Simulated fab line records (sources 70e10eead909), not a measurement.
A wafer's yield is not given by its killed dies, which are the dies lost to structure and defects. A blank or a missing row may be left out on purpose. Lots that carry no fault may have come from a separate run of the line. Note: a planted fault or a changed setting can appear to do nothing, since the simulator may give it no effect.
Check for tools in common / flow nand-harc / 5 lots and 15 wafers in the sample

== THE REASON FOR OPENING IT ==
On 2 of the 5 lots, a flag is raised at NHARC_END_SORT_01 on the reading killed-at-array. No-fault wafers: 53, standard deviation 21.
Rule: a lot is flagged when every wafer of it that has a number lies more than 4 standard deviations from that mean, or none has a number. As for the other lots, they are considered sound.

lot=L647; measured=day 29 05:22; on=prober-01; killed-at-array, wafer by wafer=58 50 49; flag=
lot=L646; measured=day 29 06:13; on=prober-02; killed-at-array, wafer by wafer=67 54 53; flag=
lot=L648; measured=day 29 23:45; on=prober-02; killed-at-array, wafer by wafer=88 54 66; flag=
lot=L654; measured=day 32 00:08; on=prober-01; killed-at-array, wafer by wafer=422 424 419; flag=FLAGGED
lot=L655; measured=day 32 20:44; on=prober-01; killed-at-array, wafer by wafer=418 404 416; flag=FLAGGED
The mean of the flagged lots' numbers is 417, +364 from the usual (+17 standard deviations).

== WHICH TOOL EACH LOT WENT THROUGH ==
Before the reading, the record contains 4 process steps out of a 1302-step route. Every cell lists first the tool, next ch and the chambers used by the sampled wafers, and last the start.
lot=L647; flag=; NHARC_A_BONDPAD_ETCH_12=rie-diel-06 ch 0,2,3, day 27 22:11 or earlier; NHARC_A_BONDPAD_ETCH_24=rie-diel-07 ch 0,1,3, day 27 22:11 or earlier; NHARC_A_BONDPAD_ECD_18=ecd-cu-02 ch 0,1, day 27 22:11; NHARC_THIN_TSV_DEP_47=pecvd-02 ch 0,2, day 28 16:16
lot=L646; flag=; NHARC_A_BONDPAD_ETCH_12=rie-diel-06 ch 0,1,2, day 28 04:09 or earlier; NHARC_A_BONDPAD_ETCH_24=rie-diel-06 ch 0,2,3, day 28 04:09 or earlier; NHARC_A_BONDPAD_ECD_18=ecd-cu-01 ch 0,1, day 28 04:09; NHARC_THIN_TSV_DEP_47=pecvd-04 ch 0,1,2, day 28 17:28
lot=L648; flag=; NHARC_A_BONDPAD_ETCH_12=rie-diel-07 ch 1,2,3, day 28 17:01 or earlier; NHARC_A_BONDPAD_ETCH_24=rie-diel-07 ch 0,1, day 28 17:01 or earlier; NHARC_A_BONDPAD_ECD_18=ecd-cu-01 ch 0,1, day 28 17:01; NHARC_THIN_TSV_DEP_47=pecvd-02 ch 0,1, day 29 08:34
lot=L654; flag=FLAGGED; NHARC_A_BONDPAD_ETCH_12=rie-diel-06 ch 0,1,2, day 30 17:25 or earlier; NHARC_A_BONDPAD_ETCH_24=rie-diel-06 ch 1,2,3, day 30 17:25 or earlier; NHARC_A_BONDPAD_ECD_18=ecd-cu-01 ch 0,1, day 30 17:25; NHARC_THIN_TSV_DEP_47=pecvd-04 ch 0,2, day 31 11:02
lot=L655; flag=FLAGGED; NHARC_A_BONDPAD_ETCH_12=rie-diel-07 ch 0,2,3, day 31 07:24 or earlier; NHARC_A_BONDPAD_ETCH_24=rie-diel-06 ch 0,2,3, day 31 07:24 or earlier; NHARC_A_BONDPAD_ECD_18=ecd-cu-01 ch 0,1, day 31 07:24; NHARC_THIN_TSV_DEP_47=pecvd-02 ch 1,2, day 32 04:16
What the steps here do:
- NHARC_A_BONDPAD_ETCH_12: etches the open film in CHF3/O2, target depth 220 nm, time 110 s.
- NHARC_A_BONDPAD_ETCH_24: etches the open film in CF4/N2, target depth 30 nm, time 72.99 s.
- NHARC_A_BONDPAD_ECD_18: material Cu, target thk 400 nm.
- NHARC_THIN_TSV_DEP_47: deposits SiO2, target thk 200 nm.
- NHARC_END_SORT_01

== FLAGGED OVER TOTAL, TOOL BY TOOL (the gauges that took the reading come last) ==
step=NHARC_A_BONDPAD_ETCH_12; tool=rie-diel-06; lots run=3; flagged=1; share of the flagged lots=some; sound lots run after its first flagged lot=0
step=NHARC_A_BONDPAD_ETCH_12; tool=rie-diel-07; lots run=2; flagged=1; share of the flagged lots=some; sound lots run after its first flagged lot=0
step=NHARC_A_BONDPAD_ETCH_24; tool=rie-diel-06; lots run=3; flagged=2; share of the flagged lots=all; sound lots run after its first flagged lot=0
step=NHARC_A_BONDPAD_ETCH_24; tool=rie-diel-07; lots run=2; flagged=0; share of the flagged lots=none; sound lots run after its first flagged lot=-
step=NHARC_A_BONDPAD_ECD_18; tool=ecd-cu-01; lots run=4; flagged=2; share of the flagged lots=all; sound lots run after its first flagged lot=0
step=NHARC_A_BONDPAD_ECD_18; tool=ecd-cu-02; lots run=1; flagged=0; share of the flagged lots=none; sound lots run after its first flagged lot=-
step=NHARC_THIN_TSV_DEP_47; tool=pecvd-02; lots run=3; flagged=1; share of the flagged lots=some; sound lots run after its first flagged lot=0
step=NHARC_THIN_TSV_DEP_47; tool=pecvd-04; lots run=2; flagged=1; share of the flagged lots=some; sound lots run after its first flagged lot=0
step=NHARC_END_SORT_01; tool=prober-01; lots run=3; flagged=2; share of the flagged lots=all; sound lots run after its first flagged lot=0
step=NHARC_END_SORT_01; tool=prober-02; lots run=2; flagged=0; share of the flagged lots=none; sound lots run after its first flagged lot=-
NHARC_A_BONDPAD_ETCH_12: start missing for some lots; hours and lot order therefore follow NHARC_A_BONDPAD_ECD_18. NHARC_A_BONDPAD_ETCH_24: start missing for some lots; hours and lot order therefore follow NHARC_A_BONDPAD_ECD_18.

== THE TABLE: WHAT IT ALLOWS ==
In the table, 3 rows ran each flagged lot (rie-diel-06 at NHARC_A_BONDPAD_ETCH_24; ecd-cu-01 at NHARC_A_BONDPAD_ECD_18; prober-01 at NHARC_END_SORT_01).
- rie-diel-06 at NHARC_A_BONDPAD_ETCH_24: 2 of its 3 lots flagged. Last sound lot L646 at day 28 04:09, first flagged lot L654 at day 30 17:25; a fault beginning in between fits.
- ecd-cu-01 at NHARC_A_BONDPAD_ECD_18: 2 of its 4 lots flagged. Last sound lot L648 at day 28 17:01, first flagged lot L654 at day 30 17:25; a fault beginning in between fits.
- prober-01 at NHARC_END_SORT_01: 2 of its 3 lots flagged. Last sound lot L647 at day 29 05:22, first flagged lot L654 at day 32 00:08; a fault beginning in between fits.
Counting lots can't tell these 3 tools apart, because each fits a fault that began at some hour. More lots, or a look at what each step does to the wafer, might.

== WHAT HAD BEEN PUT IN BY THE SIMULATOR ==
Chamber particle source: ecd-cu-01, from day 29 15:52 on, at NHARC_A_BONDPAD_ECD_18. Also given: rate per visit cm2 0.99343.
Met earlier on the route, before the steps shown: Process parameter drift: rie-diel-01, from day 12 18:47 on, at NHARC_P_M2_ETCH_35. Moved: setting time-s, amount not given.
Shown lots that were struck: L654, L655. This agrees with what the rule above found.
